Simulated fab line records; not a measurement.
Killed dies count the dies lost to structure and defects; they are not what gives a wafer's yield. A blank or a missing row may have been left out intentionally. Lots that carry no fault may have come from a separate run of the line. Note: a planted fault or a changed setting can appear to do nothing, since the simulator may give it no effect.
Which tool was responsible?    flow nand_harc    36 wafers from 12 lots sampled at 6 of the route's 1302 steps

== WHAT THE GAUGES READ, wafer by wafer ==
NHARC_A_CHANNEL_HOLE_D2_OVL_MEAS_11.
lot   measured      on          overlay_x_nm (nm)  overlay_y_nm (nm)
L290  day 13 04:14  overlay-01  -0.1 -0.6 -0.2     0.5 0.6 0.4
L292  day 14 09:16  overlay-01  -1.4 -1.1 -1.2     -0.8 -0.7 -0.8
L293  day 14 10:04  overlay-01  1.0 1.9 1.3        0.6 0.7 0.6
L295  day 14 21:12  overlay-01  1.3 1.2 0.8        0.5 0.4 -0.1
L294  day 14 21:37  overlay-01  -0.6 -0.3 -0.2     0.8 0.7 0.3
L297  day 16 03:20  overlay-02  -0.8 -1.1 -0.7     0.6 1.5 0.7
L299  day 17 11:59  overlay-02  -0.4 0.0 0.3       1.2 1.1 0.8
L301  day 17 12:08  overlay-01  0.1 -0.2 -0.4      -0.3 -1.9 -0.9
L302  day 18 05:40  overlay-02  1.1 0.8 0.8        -0.6 -0.5 -0.1
L311  day 21 20:21  overlay-01  -1.4 -1.3 -1.2     -0.1 -0.1 0.1
L312  day 22 12:02  overlay-01  -0.9 -0.6 -0.4     0.9 0.8 0.7
L313  day 22 13:31  overlay-02  0.3 0.5 0.2        -1.1 -1.6 -0.7

NHARC_A_CHANNEL_HOLE_D2_INSPECT_40.
lot   measured      on                 raw_defect_count
L290  day 13 11:13  defect_inspect-02  263 297 193
L292  day 14 16:15  defect_inspect-01  349 257 203
L293  day 14 20:26  defect_inspect-01  148 167 215
L295  day 15 07:02  defect_inspect-01  259 441 362
L294  day 15 08:40  defect_inspect-02  214 174 201
L297  day 16 10:28  defect_inspect-01  349 338 331
L299  day 17 19:11  defect_inspect-01  228 297 271
L301  day 17 22:58  defect_inspect-01  254 290 415
L302  day 18 12:40  defect_inspect-01  276 179 283
L311  day 22 03:23  defect_inspect-02  680 725 708
L312  day 22 19:15  defect_inspect-01  632 687 680
L313  day 22 20:29  defect_inspect-01  307 402 338

NHARC_END_SORT_01.
lot   measured      on         killed_at_array  killed_at_other  killed_at_periphery  killed_dies  killed_open  killed_short
L311  day 33 02:50  prober-01  121 86 128       0 1 4            1 0 2                122 87 134   5 3 2        1 1 1
L312  day 33 21:02  prober-01  92 106 86        1 1 1            3 5 5                96 112 92    4 1 7        6 2 3

== WHAT TOOL EACH LOT RAN ON (gives the tool, then ch and the chambers of the sampled wafers, and finally the start) ==
lot   NHARC_A_CHANNEL_HOLE_D2_DEP_01   NHARC_A_CHANNEL_HOLE_D2_ETCH_38     NHARC_A_CHANNEL_HOLE_D2_ETCH_27
L290  pecvd-04 ch 0,1,2, day 13 03:31  rie_diel-04 ch 0,1,2, day 13 04:26  har_etch-02 ch 0,1, day 13 09:34
L292  pecvd-02 ch 0,1,2, day 14 08:29  rie_diel-11 ch 1,2,3, day 14 09:28  har_etch-01 ch 0,1, day 14 14:31
L293  pecvd-02 ch 0,1,2, day 14 09:14  rie_diel-04 ch 0,1,2, day 14 10:16  har_etch-01 ch 0,1, day 14 18:47
L295  pecvd-01 ch 0,2, day 14 20:31    rie_diel-11 ch 1,2, day 14 21:23    har_etch-02 ch 0,1, day 15 05:19
L294  pecvd-04 ch 0,2, day 14 20:50    rie_diel-04 ch 1,2,3, day 14 21:48  har_etch-01 ch 0,1, day 15 06:52
L297  pecvd-02 ch 0,1,2, day 16 02:32  rie_diel-11 ch 1,3, day 16 03:31    har_etch-02 ch 0,1, day 16 08:37
L299  pecvd-01 ch 0,1,2, day 17 11:02  rie_diel-04 ch 2,3, day 17 12:10    har_etch-01 ch 0,1, day 17 17:30
L301  pecvd-04 ch 0,1,2, day 17 11:05  rie_diel-04 ch 1,2, day 17 12:26    har_etch-02 ch 0,1, day 17 21:16
L302  pecvd-01 ch 1,2, day 18 04:46    rie_diel-04 ch 0,2,3, day 18 05:52  har_etch-02 ch 0,1, day 18 10:56
L311  pecvd-02 ch 0,1, day 21 19:33    rie_diel-11 ch 0,1,2, day 21 20:32  har_etch-01 ch 0,1, day 22 01:40
L312  pecvd-02 ch 0,1,2, day 22 11:14  rie_diel-11 ch 0,1, day 22 12:16    har_etch-02 ch 0,1, day 22 17:31
L313  pecvd-02 ch 0,1, day 22 12:44    rie_diel-04 ch 0,1,3, day 22 13:41  har_etch-01 ch 0,1, day 22 18:45
- NHARC_A_CHANNEL_HOLE_D2_DEP_01: deposits SiON, target thk 140 nm.
- NHARC_A_CHANNEL_HOLE_D2_ETCH_38: etches the open film in CF4, target depth 39 nm, time 65 s.
- NHARC_A_CHANNEL_HOLE_D2_ETCH_27: etches the open film in C4F8/O2/Ar, time 90 s, target depth 400 nm.

== WHAT THE TOOLS THEMSELVES READ (means of the sampled wafers that have a number; where no wafer has one, the mark that the record gives instead) ==
NHARC_A_CHANNEL_HOLE_D2_DEP_01.
lot   tool      heater_power_w (W)
L290  pecvd-04  792
L292  pecvd-02  799
L293  pecvd-02  736
L295  pecvd-01  767
L294  pecvd-04  727
L297  pecvd-02  750
L299  pecvd-01  741
L301  pecvd-04  751
L302  pecvd-01  789
L311  pecvd-02  786
L312  pecvd-02  699
L313  pecvd-02  711

NHARC_A_CHANNEL_HOLE_D2_ETCH_38.
lot   tool         drypump_motor_current_A (A)  oes_product_au (a.u.)  rf_vpp_V (V)  showerhead_plenum_p_Torr (Torr)  throttle_valve_pct (%)
L290  rie_diel-04  5.9                          1.000                  150.9         1.72                             13.279
L292  rie_diel-11  5.9                          1.017                  152.0         1.83                             13.281
L293  rie_diel-04  5.9                          0.997                  150.9         1.72                             13.284
L295  rie_diel-11  5.9                          1.015                  152.7         1.87                             13.275
L294  rie_diel-04  5.8                          1.002                  150.8         1.73                             13.290
L297  rie_diel-11  5.8                          1.000                  151.1         1.80                             13.287
L299  rie_diel-04  5.5                          0.996                  151.0         1.75                             13.280
L301  rie_diel-04  5.9                          1.001                  150.7         1.69                             13.280
L302  rie_diel-04  5.6                          0.998                  151.2         1.74                             13.285
L311  rie_diel-11  6.2                          1.002                  152.7         1.85                             13.285
L312  rie_diel-11  6.2                          1.007                  152.6         1.83                             13.283
L313  rie_diel-04  5.8                          0.992                  151.2         1.76                             13.283

NHARC_A_CHANNEL_HOLE_D2_ETCH_27.
lot   tool         drypump_motor_current_A (A)  showerhead_plenum_p_Torr (Torr)  throttle_valve_pct (%)
L290  har_etch-02  5.7                          3.78                             27.616
L292  har_etch-01  5.3                          3.59                             27.626
L293  har_etch-01  5.3                          3.59                             27.628
L295  har_etch-02  5.7                          3.76                             27.629
L294  har_etch-01  5.3                          3.64                             27.629
L297  har_etch-02  5.9                          3.75                             27.614
L299  har_etch-01  5.3                          3.62                             27.625
L301  har_etch-02  5.7                          3.75                             27.623
L302  har_etch-02  5.9                          3.74                             27.620
L311  har_etch-01  5.3                          3.53                             27.629
L312  har_etch-02  5.9                          3.71                             27.621
L313  har_etch-01  5.3                          3.53                             27.616

== THE ANSWER, worked out from the rows above alone ==
Rule: usual is defined by the lots themselves. Put in order of their means at a reading, lots are off if they are a third of the lots or fewer, leave a main group of 4 or more, and stand apart from it by a gap of 3 or more times the standard deviation of the main group's means; of several such gaps the widest counts. Not used: any main group whose means are identical at the precision the tables above print for the reading. A lot without any number at a reading at which 4 lots or more have one is off too. The other lots that the step has rows for count as sound. Order of review: gauges by route order, followed by the tools' own readings, for which a lot's mean as printed above is used. At the first step where some lot is off, the reading lying furthest off is the one used; lots without a number count as furthest.
Off: L311, L312 (NHARC_A_CHANNEL_HOLE_D2_INSPECT_40, raw_defect_count). The main group has a mean of 277 with a standard deviation of 59.
If a tool, at a process step before that reading, ran all the lots that are off and no sound lot after the first of them, it fits. The gauges at NHARC_A_CHANNEL_HOLE_D2_INSPECT_40 aren't tried: what is off there is off at NHARC_A_CHANNEL_HOLE_D2_ETCH_38 too, on other tools, and a gauge's error can't cause that. One fits: rie_diel-11 at NHARC_A_CHANNEL_HOLE_D2_ETCH_38. A fault onset in the window from L297 (day 16 03:31, its last sound lot) to L311 (day 21 20:32, its first lot off) fits.

== WHAT THE SIMULATOR PUT IN ==
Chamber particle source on rie_diel-11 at NHARC_A_CHANNEL_HOLE_D2_ETCH_38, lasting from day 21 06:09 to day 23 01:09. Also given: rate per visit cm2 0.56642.
Lots struck among those shown: L311, L312. The same result came from the rule above.
